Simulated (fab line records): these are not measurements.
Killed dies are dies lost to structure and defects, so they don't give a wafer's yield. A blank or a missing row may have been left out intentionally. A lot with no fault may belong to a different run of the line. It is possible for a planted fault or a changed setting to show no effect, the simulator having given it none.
Code-filled problem report in 8D (eight disciplines) form || flow nandHarc || the parts of the form that need people (team, actions taken, sign-off) are left out

== 1. WHAT IS WRONG ==
Wafers with no fault read 86.1 s with a standard deviation of 0.48, whereas runLengthS at NHARC_P_CONTACT_ETCH_35 reads a mean of 71.9 s on 1 wafer of 1 lot. Relative to the usual mean, that is a shift of -30 standard deviations.
The step: etches the open film in CF4, target depth 39 nm, time 65 s.
The first sign was on wafer L923.4 at day 9 03:37, on rieDiel-03. Wafers with a number at this step in the record: 33, from 11 lots. By rule, "out" or "out of limits" means more than 4 standard deviations away from the usual mean. Any other wafer with a number is counted as sound.

== 2. WHAT IT IS, WHAT IT ISN'T ==
{"question": "which readings at this step", "is": "runLengthS", "is not": "drypumpMotorCurrentA, oesProductAu, rfVppV, showerheadPlenumPTorr, throttleValvePct"}
{"question": "which lots", "is": "L923", "is not": "L909, L910, L911, L912, L913, L914, L915, L920, L930, L931"}
{"question": "which wafers of those lots", "is": "L923.4", "is not": "L923.3, L923.5"}
{"question": "read on which tools", "is": "rieDiel-03", "is not": "rieDiel-12"}
{"question": "when", "is": "from day 9 03:37", "is not": "up to then (26 sound wafers); but 6 sound wafers of L930, L931 came after"}

== 3. THE SUSPECTS, EACH WITH WHAT RULES IT OUT ==
Counting: a tool at a process step up to the reading stays a suspect if it ran every lot that is out. Sound lots after the first of them don't rule it out here, since some wafers of a struck lot are sound.
- rieDiel-03 at NHARC_P_CONTACT_DESCUM_17 (chemistry O2, time 3 s): kept. It ran the lot that is out, L923 (day 9 03:32); its last sound lot up to then is L915 (day 7 09:04).
- rieDiel-03 at NHARC_P_CONTACT_ETCH_35 (etches the open film in CF4, target depth 39 nm, time 65 s): kept. It ran the lot that is out, L923 (day 9 03:37); its last sound lot up to then is L915 (day 7 09:09). Out on those wafers are its own readings of runLengthS.
- Within rieDiel-03 at NHARC_P_CONTACT_DESCUM_17: the wafers that are out ran in chamber 3; their sound lot-mates ran in chambers 0, 1.
- Within rieDiel-03 at NHARC_P_CONTACT_ETCH_35: the wafers that are out ran in chamber 0; their sound lot-mates ran in chambers 2, 3.
Left after counting: rieDiel-03 at NHARC_P_CONTACT_DESCUM_17, rieDiel-03 at NHARC_P_CONTACT_ETCH_35.

== 4. THE CAUSE (what the simulator had put in) ==
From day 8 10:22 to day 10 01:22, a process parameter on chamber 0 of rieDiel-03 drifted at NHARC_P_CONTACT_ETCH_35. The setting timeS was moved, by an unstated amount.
This tool is one of the 2 suspects left after counting.

== 5. SEQUENCE OF EFFECTS, ordered by route ==
Each row: a reading whose mean over the struck wafers that have a number lies more than 3 standard deviations from the usual. Only readings whose record carries a usual standard deviation are examined. hours: median over the lots of the time between each lot's start at the first step of this table that gives one and its start at this step. sigmas: the change, counted in usual standard deviations.
{"hours": 0, "step": "NHARC_P_CONTACT_ETCH_35", "reading": "runLengthS", "usual": "86.1 s", "on struck wafers": 71.9, "change": -14.2, "sigmas": -30}
The process steps in it:
- NHARC_P_CONTACT_ETCH_35: etches the open film in CF4, target depth 39 nm, time 65 s.
At these later measuring or inspecting steps, every struck wafer for which the step has a row has a number for every such reading, and none has moved that far: NHARC_END_SORT_01.

== 6. WHAT WOULD HAVE CAUGHT IT SOONER ==
In this record the first reading out of limits was taken at day 9 03:37, 17 hours after the fault began at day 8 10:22.
